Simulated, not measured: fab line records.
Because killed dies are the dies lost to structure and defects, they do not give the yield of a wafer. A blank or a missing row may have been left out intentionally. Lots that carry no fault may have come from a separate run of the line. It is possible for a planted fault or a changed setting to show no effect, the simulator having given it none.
Which tool is to blame? ; flow nand harc ; 37 wafers from 13 lots sampled at 5 of the route's 1159 steps

WHAT EACH GAUGE READ, for each wafer
NHARC_HYBRID_BOND_OVL_MEAS_05. Usual: overlay x nm 1 nm, standard deviation 31; overlay y nm -3 nm, standard deviation 35.
lot;measured;on;overlay x nm (nm);overlay y nm (nm);flag
L132;day 18 20:35;overlay-01;-1 -21 30;-1 5 -6;
L134;day 18 20:35;overlay-02;-32 -1 28;-27 -47 -53;
L135;day 18 20:36;overlay-02;25 7 -14;-21 -15 16;
L138;day 20 01:02;overlay-02;-28 77 -7;-61 31 -18;
L137;day 20 10:05;overlay-01;12 -10 -8;7 -33 30;
L140;day 20 10:05;overlay-02;-67 -43 -26;62 -46 -28;
L139;day 20 10:05;overlay-02;-20 32 24;-3 7 8;
L142;day 20 17:55;overlay-02;11 -1 32;27 -43 -21;
L141;day 20 17:55;overlay-01;-58 0 -61;-17 -38 -17;
L143;day 21 10:13;overlay-02;3 37 -5;8 4 -25;
L147;day 23 15:23;overlay-01;0;60;
L154;day 23 09:29;overlay-02;-12 66 -8;-10 -39 33;
L153;day 23 14:50;overlay-02;0 -1 40;57 25 -43;

NHARC_END_SORT_01. Usual: killed at array 27, standard deviation 9.9; killed at other 0.5, standard deviation 0.76; killed at periphery 3.4, standard deviation 2.2; killed dies 31, standard deviation 10; killed open 3.3, standard deviation 2; killed short 2.0, standard deviation 1.5.
lot;measured;on;killed at array;killed at other;killed at periphery;killed dies;killed open;killed short;flag
L147;day 24 07:26;prober-02;101;1;3;105;4;5;OFF

WHAT TOOL EACH LOT RAN ON (gives the tool, then ch and the chambers of the sampled wafers, and finally the start)
lot;NHARC_A_WL_FILL_ETCHBACK_26;NHARC_A_BONDPAD_DESCUM_11;NHARC_A_BONDPAD_ETCH_24
L132;rie si-01 ch 0,1,2, day 15 20:22;rie diel-06 ch 0,1, day 18 04:07;rie diel-11 ch 0,3, day 18 20:35 or earlier
L134;rie si-01 ch 0,1,3, day 16 02:09;rie diel-06 ch 0,2,3, day 18 09:50;rie diel-08 ch 1,2,3, day 18 20:35 or earlier
L135;rie si-05 ch 0,1,2, day 16 02:10;rie diel-11 ch 0,1,3, day 18 09:21;rie diel-11 ch 0,2,3, day 18 20:36 or earlier
L138;rie si-05 ch 0,1,2, day 17 02:17;rie diel-06 ch 1,2,3, day 19 11:07;rie diel-06 ch 1,2,3, day 20 01:02 or earlier
L137;rie si-01 ch 0,1,2, day 17 04:41;rie diel-06 ch 0,2, day 19 20:56;rie diel-06 ch 0,2,3, day 20 10:05 or earlier
L140;rie si-06 ch 1,2, day 17 16:02;rie diel-08 ch 1,2,3, day 19 21:20;rie diel-06 ch 0,1,3, day 20 10:05 or earlier
L139;rie si-05 ch 1,2,3, day 17 16:02;rie diel-06 ch 1,2,3, day 19 22:38;rie diel-06 ch 0,1, day 20 10:05 or earlier
L142;rie si-05 ch 0,2,3, day 18 04:00;rie diel-06 ch 1,2,3, day 20 05:11;rie diel-08 ch 0,1,3, day 20 05:46
L141;rie si-01 ch 0,2,3, day 18 04:00;rie diel-08 ch 1,2,3, day 20 08:50;rie diel-06 ch 0,1,3, day 20 17:55 or earlier
L143;rie si-01 ch 0,1,3, day 18 17:19;rie diel-06 ch 1,2,3, day 20 21:55;rie diel-08 ch 1,2,3, day 21 10:13 or earlier
L147;rie si-01 ch 0, day 19 20:30;rie diel-08 ch 1, day 23 06:31;rie diel-06 ch 1, day 23 15:23 or earlier
L154;rie si-06 ch 1,2,3, day 20 23:13;rie diel-08 ch 1,2,3, day 22 21:11;rie diel-06 ch 1,2,3, day 23 09:29 or earlier
L153;rie si-05 ch 2,3, day 21 02:34;rie diel-08 ch 1,3, day 23 01:56;rie diel-06 ch 2,3, day 23 02:55
- NHARC_A_WL_FILL_ETCHBACK_26: etches the open film in HBr, target depth 52 nm, time 13.3 s.
- NHARC_A_BONDPAD_DESCUM_11: chemistry O2, time 3 s.
- NHARC_A_BONDPAD_ETCH_24: etches the open film in CF4/N2, target depth 30 nm, time 72.99 s.

WHAT THE TOOLS THEMSELVES READ (means of the sampled wafers that have a number; where no wafer has one, the mark that the record gives instead)
NHARC_A_WL_FILL_ETCHBACK_26. Usual: drypump motor current A 5.4 A, standard deviation 0.37; oes product au 0.998 a.u., standard deviation 0.016; throttle valve pct 23.267 %, standard deviation 0.0084.
lot;tool;drypump motor current A (A);oes product au (a.u.);throttle valve pct (%);flag
L132;rie si-01;5.2;1.004;23.273;
L134;rie si-01;5.2;1.001;23.272;
L135;rie si-05;5.3;0.984;23.269;
L138;rie si-05;5.3;0.995;23.262;
L137;rie si-01;5.2;0.995;23.267;
L140;rie si-06;6.3;0.992;23.263;
L139;rie si-05;5.4;0.997;23.271;
L142;rie si-05;5.6;1.002;23.263;
L141;rie si-01;5.1;1.004;23.265;
L143;rie si-01;5.2;0.988;23.269;
L147;rie si-01;5.1;0.971;23.256;
L154;rie si-06;5.9;0.994;23.277;
L153;rie si-05;5.7;0.980;23.264;

NHARC_A_BONDPAD_DESCUM_11. Usual: drypump motor current A 5.6 A, standard deviation 0.53; oes product au 0.996 a.u., standard deviation 0.013; rf vpp V 57.7 V, standard deviation 0.96; showerhead plenum p Torr 1.90 Torr, standard deviation 0.081; throttle valve pct 11.311 %, standard deviation 0.009.
lot;tool;drypump motor current A (A);oes product au (a.u.);rf vpp V (V);showerhead plenum p Torr (Torr);throttle valve pct (%);flag
L132;rie diel-06;5.7;0.989;56.8;1.86;11.311;
L134;rie diel-06;5.4;0.999;58.6;1.96;11.315;
L135;rie diel-11;5.7;0.997;56.7;1.94;11.312;
L138;rie diel-06;5.8;1.001;58.1;1.88;11.315;
L137;rie diel-06;5.0;0.978;58.9;1.98;11.316;
L140;rie diel-08;5.7;0.992;58.3;1.88;11.300;
L139;rie diel-06;5.8;1.002;58.1;1.88;11.308;
L142;rie diel-06;5.8;1.004;57.5;1.88;11.314;
L141;rie diel-08;5.8;0.995;57.6;1.88;11.301;
L143;rie diel-06;5.8;0.992;58.5;1.88;11.306;
L147;rie diel-08;5.9;1.002;60.6;1.98;11.313;OFF
L154;rie diel-08;5.7;0.996;57.8;1.87;11.308;
L153;rie diel-08;5.9;1.007;58.4;1.94;11.319;

NHARC_A_BONDPAD_ETCH_24. Usual: drypump motor current A 5.6 A, standard deviation 0.51; oes product au 0.995 a.u., standard deviation 0.013; rf vpp V 314.0 V, standard deviation 1.9; showerhead plenum p Torr 2.61 Torr, standard deviation 0.1; throttle valve pct 19.794 %, standard deviation 0.0087.
lot;tool;drypump motor current A (A);oes product au (a.u.);rf vpp V (V);showerhead plenum p Torr (Torr);throttle valve pct (%);flag
L132;rie diel-11;5.6;0.986;315.8;2.73;19.791;
L134;rie diel-08;5.8;0.994;313.8;2.58;19.792;
L135;rie diel-11;5.6;1.000;315.3;2.66;19.796;
L138;rie diel-06;5.8;1.000;313.6;2.58;19.800;
L137;rie diel-06;5.4;0.992;314.7;2.68;19.797;
L140;rie diel-06;5.8;0.989;314.1;2.62;19.785;
L139;rie diel-06;5.7;1.007;313.7;2.56;19.798;
L142;rie diel-08;5.8;0.994;314.3;2.61;19.801;
L141;rie diel-06;5.8;1.002;313.6;2.61;19.796;
L143;rie diel-08;5.7;0.999;313.5;2.57;19.796;
L147;rie diel-06;6.1;1.019;312.5;2.45;19.795;
L154;rie diel-06;5.8;0.992;313.2;2.57;19.796;
L153;rie diel-06;5.9;0.983;314.6;2.63;19.800;

THE ANSWER, worked out from the rows above alone
Rule: lot off if the mean of its wafers having a number is beyond 3 standard deviations from the usual mean. Also off: a lot with no number at a reading for which 4 or more lots have one. Any other lot the step has rows for is counted as sound. The gauges are gone through in route order, then the tools' own readings, and for those a lot's mean is taken as printed above. The first step at which some lot is off is used, and at that step the reading that is off furthest; a lot without a number counts as furthest.
Off at NHARC_END_SORT_01 (killed at array): L147. Neither off nor sound, because the step has no rows for them: L132, L134, L135, L138, L137, L140, L139, L142, L141, L143, L154, L153.
If a tool, at a process step before that reading, ran all the lots that are off and no sound lot after the first of them, it fits. The gauges at NHARC_END_SORT_01 aren't tried: what is off there is off at NHARC_A_BONDPAD_DESCUM_11 too, on other tools, and a gauge's error can't cause that. NHARC_A_BONDPAD_ETCH_24: start missing for some lots; hours and lot order therefore follow NHARC_HYBRID_BOND_OVL_MEAS_05. Can't be told from this: 3 tools fit, rie si-01 at NHARC_A_WL_FILL_ETCHBACK_26, rie diel-08 at NHARC_A_BONDPAD_DESCUM_11, rie diel-06 at NHARC_A_BONDPAD_ETCH_24.

WHAT THE SIMULATOR HAD PUT IN
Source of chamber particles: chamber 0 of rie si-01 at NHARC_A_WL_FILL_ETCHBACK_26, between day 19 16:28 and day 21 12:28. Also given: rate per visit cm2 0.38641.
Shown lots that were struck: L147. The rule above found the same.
